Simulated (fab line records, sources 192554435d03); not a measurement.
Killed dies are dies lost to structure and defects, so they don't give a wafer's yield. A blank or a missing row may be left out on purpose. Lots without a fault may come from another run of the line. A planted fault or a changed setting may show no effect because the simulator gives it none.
Problem report in the 8D (eight disciplines) form, filled by code | flow n5_finfet | the parts of the form that need people (team, actions taken, sign-off) are left out

1. THE PROBLEM
cd_nm at N5_BEOL_M1_CD_MEAS_28 reads a mean of 13.26 nm on 3 wafers of 1 lot; wafers without a fault read 23.92 nm with a standard deviation of 0.24. That is -44 standard deviations from the usual mean.
The step: target cd y 23.3 nm.
First seen on wafer L395.3, day 12 00:21, on cd_sem-01. The record holds 27 wafers of 9 lots with a number at this step. Rule for "out", or "out of limits": more than 4 standard deviations from the usual mean. The other wafers with a number count as sound.

2. WHAT IT IS AND WHAT IT IS NOT
question                    | is                     | is not
which readings at this step | cd_nm                  | -
which lots                  | L395                   | L373, L375, L376, L378, L379, L381, L386, L387
which wafers of those lots  | all that have a number | -
read on which gauges        | cd_sem-01              | cd_sem-02, cd_sem-03
when                        | from day 12 00:21      | up to then (24 sound wafers)

3. SUSPECTS, AND WHAT RULES EACH OUT
Counting: a tool at a process step up to the reading stays a suspect if it ran every lot that is out and no sound lot after the first of them.
- the gauge at N5_BEOL_M1_CD_MEAS_28: ruled out. All the wafers that are out were read on cd_sem-01, but those of them that N5_PASSIVATION_PROBE_49 has rows for are out there too, on other tools.
- rie_diel-02 at N5_BEOL_M1_DESCUM_16 (chemistry O2, time 7 s): kept. It ran the lot that is out, L395 (day 11 23:28), and no sound lot after that; its last sound lot up to then is L378 (day 7 08:26).
- rie_diel-02 at N5_BEOL_M1_ETCH_64 (etches SOC in N2/H2, target depth 75 nm, overetch 15 nm, time 112.5 s): kept. It ran the lot that is out, L395 (day 11 23:33), and no sound lot after that; its last sound lot up to then is L378 (day 7 08:31).
- euv_scanner-01 at N5_BEOL_M1_EXPOSE_25 (exposes mask V0, defocus 5 nm, target cd 24 nm): kept. It ran the lot that is out, L395 (day 12 00:13), and no sound lot after that; its last sound lot up to then is L379 (day 7 09:28).
Left after counting: rie_diel-02 at N5_BEOL_M1_DESCUM_16, rie_diel-02 at N5_BEOL_M1_ETCH_64, euv_scanner-01 at N5_BEOL_M1_EXPOSE_25.

4. THE CAUSE (what the simulator had put in)
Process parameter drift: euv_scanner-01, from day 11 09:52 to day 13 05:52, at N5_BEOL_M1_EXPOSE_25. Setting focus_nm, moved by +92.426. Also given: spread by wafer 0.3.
Counting left 3 suspects, and this tool is among them.

5. THE CHAIN OF EFFECTS, in route order
Each row: a reading whose mean over the struck wafers that have a number lies more than 3 standard deviations from the usual. Only readings for which the record gives a usual standard deviation are gone through. hours: the time from each lot's start at the first step in this table that gives one to its start at this step, as a median over the lots. sigmas: the change in usual standard deviations.
hours | step                    | reading              | usual    | on struck wafers | change | sigmas
0     | N5_BEOL_M1_CD_MEAS_28   | cd_nm                | 23.92 nm | 13.26            | -10.66 | -44
150   | N5_PASSIVATION_PROBE_49 | defect_limited_yield | 91.3 %   | 0.2              | -91.1  | -65
150   | N5_PASSIVATION_PROBE_49 | killed_at_M0_to_M3   | 35       | 1121             | +1086  | +99
150   | N5_PASSIVATION_PROBE_49 | killed_dies          | 103      | 1178             | +1075  | +63
150   | N5_PASSIVATION_PROBE_49 | killed_on_rim        | 13       | 151              | +138   | +34
150   | N5_PASSIVATION_PROBE_49 | sort_bin_5_function  | 5.1 %    | 96.2             | +91.1  | +99 or more
150   | N5_PASSIVATION_PROBE_49 | sort_n_pass          | 1077     | 2                | -1075  | -63
150   | N5_PASSIVATION_PROBE_49 | sort_yield_pct       | 91.3 %   | 0.2              | -91.1  | -65
The process steps in it:
- N5_PASSIVATION_PROBE_49

6. WHAT WOULD HAVE CAUGHT IT SOONER
In this record the first reading out of limits at a measuring or inspecting step was taken at day 12 00:21, 14 hours after the fault began at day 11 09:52.
All the lots that are out (1) had begun N5_BEOL_M1_EXPOSE_25 on euv_scanner-01 by day 12 00:21. A hold on the tool at that time would have spared none of them.
